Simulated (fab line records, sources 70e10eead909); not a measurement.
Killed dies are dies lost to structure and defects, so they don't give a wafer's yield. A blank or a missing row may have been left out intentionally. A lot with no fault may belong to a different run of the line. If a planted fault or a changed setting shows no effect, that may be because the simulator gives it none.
Struck lot and sound lot, side by side	flow nand harc	14 out of 1159 route steps
Sound: the wafers L822.1, L822.4, L822.6. Struck: wafer L835.1 (left out: L835.2, a lot-mate that was not struck); the cause follows at the end.
For every step that has rows: the tool of each side, followed by ch and its chambers, followed by its first start. Under that, the readings that differ: sound wafers	struck wafers	difference of the means	sigmas: that difference in standard deviations of wafers without a fault.
alike: words and numbers the same on both sides, and readings whose means are apart by under 2 such deviations; not compared: readings that were withheld, readings missing a value for some wafer, numbers with overlapping values and no deviation given by the record, and bounds like >300 which may hide the same value.
The two part at a step that has a row with sigmas, a row that says differs or no value, or rows on one side only. Non-overlapping numbers with no deviation appear without sigmas and do not part them. A reading that every wafer of one side lacks parts them only if that side has two wafers or more.

first, 8 steps without rows for these wafers: NHARC_A_BLC_COAT_02 (time 75 s); NHARC_A_BLC_COAT_03 (time 65 s); NHARC_A_BLC_COAT_04 (resist thk 90 nm); NHARC_A_BLC_SOFTBAKE_05 (time 55 s); NHARC_A_BLC_EBR_06; NHARC_A_BLC_EXPOSE_07 (exposes mask A BLC, target cd 100 nm); NHARC_A_BLC_PEB_08 (peb time 65 s); NHARC_A_BLC_DEVELOP_09 (develop time 35 s).
NHARC_A_BLC_CD_MEAS_10: target cd 100 nm.
  sound on cd sem-03 ch 0, day 17 14:27; struck on cd sem-03 ch 0, day 20 14:20
  alike: cd nm
NHARC_A_BLC_OVL_MEAS_11:
  sound on overlay-01 at day 17 14:32; struck on overlay-01 at day 20 14:26
reading	sound	struck	difference	sigmas
overlay x nm (nm)	-0.5 -1.1 -1.0	1.2	+2.1	+2
  alike: overlay y nm
NHARC_A_BLC_INSPECT_12:
  sound on defect inspect-02 at day 17 14:35; struck on defect inspect-01 at day 20 14:29
reading	sound	struck	difference	sigmas
raw defect count	17 15 26	49	+30	+2
NHARC_A_BLC_DESCUM_15: chemistry O2, time 3 s.
  sound on rie diel-04 ch 0,3, day 17 14:38; struck on rie diel-05 ch 3, day 20 14:32
reading	sound	struck	difference	sigmas
drypump motor current A (A)	5.0 5.3 5.3	6.4	+1.2	+3
  alike: oes product au, rf vpp V, showerhead plenum p Torr, throttle valve pct
  not compared: rf hours counter h
NHARC_A_BLC_ETCH_16: etches the open film in CF4, target depth 39 nm, time 65 s.
  sound on rie diel-04 ch 1,2,3, day 17 14:44; struck on rie diel-05 ch 0, day 20 14:38
reading	sound	struck	difference	sigmas
run length s (s)	86.6 87.3 86.7	71.4	-15.5	-43
  alike: drypump motor current A, oes product au, rf vpp V, showerhead plenum p Torr, throttle valve pct
  not compared: bias w, rf hours counter h
NHARC_A_BLC_ETCH_17: etches the open film in N2/H2, target depth 390 nm, time 609.38 s.
  sound: rie diel-04 ch 0,1,3; struck: rie diel-05 ch 0
reading	sound	struck	difference	sigmas
run length s (s)	631.1 631.5 631.0	630.0	-1.2	-3
  alike: bias w, drypump motor current A, oes product au, rf vpp V, showerhead plenum p Torr, throttle valve pct
  not compared: rf hours counter h

## WHERE THEY PART
At NHARC_A_BLC_OVL_MEAS_11 first; at NHARC_A_BLC_ETCH_17 last (within this record only).

WHY: whatever the simulator had introduced
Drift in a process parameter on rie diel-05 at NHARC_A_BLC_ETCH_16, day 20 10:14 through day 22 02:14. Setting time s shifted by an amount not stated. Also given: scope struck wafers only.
